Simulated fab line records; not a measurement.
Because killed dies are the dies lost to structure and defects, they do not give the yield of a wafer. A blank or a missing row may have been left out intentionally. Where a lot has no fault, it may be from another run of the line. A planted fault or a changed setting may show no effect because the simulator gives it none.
Matching of chambers || flow n5Finfet || 3 sister chambers for N5_BEOL_M2_CVD_47 on cvdCo-01
The step deposits Co from CCTBA/H2, target thk 3 nm, time 223.8 s. 3 wafers are shown with their chamber, then 6 later ones without.

WAFERS, EACH WITH ITS CHAMBER
{"wafer": "L597.1", "chamber": 1, "runLengthS (s)": 247.5}
{"wafer": "L605.3", "chamber": 2, "runLengthS (s)": 246.3}
{"wafer": "L605.5", "chamber": 0, "runLengthS (s)": 246.4}

WAFERS WHOSE CHAMBER IS MISSING
{"wafer": "L605.6", "runLengthS (s)": 246.7}
{"wafer": "L606.2", "runLengthS (s)": 246.9}
{"wafer": "L606.4", "runLengthS (s)": 246.5}
{"wafer": "L606.5", "runLengthS (s)": 246.4}
{"wafer": "L614.4", "runLengthS (s)": 247.5}
{"wafer": "L613.3", "runLengthS (s)": 246.5}

WHICH CHAMBER EACH ONE RAN IN
{"wafer": "L605.6", "from the rows above": "can't be placed: 0 or 2", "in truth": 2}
{"wafer": "L606.2", "from the rows above": "can't be placed: 0 or 1 or 2", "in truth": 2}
{"wafer": "L606.4", "from the rows above": "can't be placed: 0 or 2", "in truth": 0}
{"wafer": "L606.5", "from the rows above": "can't be placed: 0 or 2", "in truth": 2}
{"wafer": "L614.4", "from the rows above": 1, "in truth": 1}
{"wafer": "L613.3", "from the rows above": "can't be placed: 0 or 2", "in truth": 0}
Placed correctly: 1 of 6. From these rows, 5 cannot be placed; in 5 the true chamber is one of the candidates. 0 placed wrongly.
How it was worked out, from the rows above alone: a wafer's distance from a chamber is the root of the sum, over the readings, of the square of ((its reading less the chamber's mean) divided by the reading's scatter). If the next closest chamber is less than 2 further off than the closest, the wafer can't be placed; otherwise it belongs to the closest. A chamber's mean is the mean of its shown wafers. The scatter: root of mean squared gap, hidden wafer to nearest shown wafer, with one shown wafer a chamber.
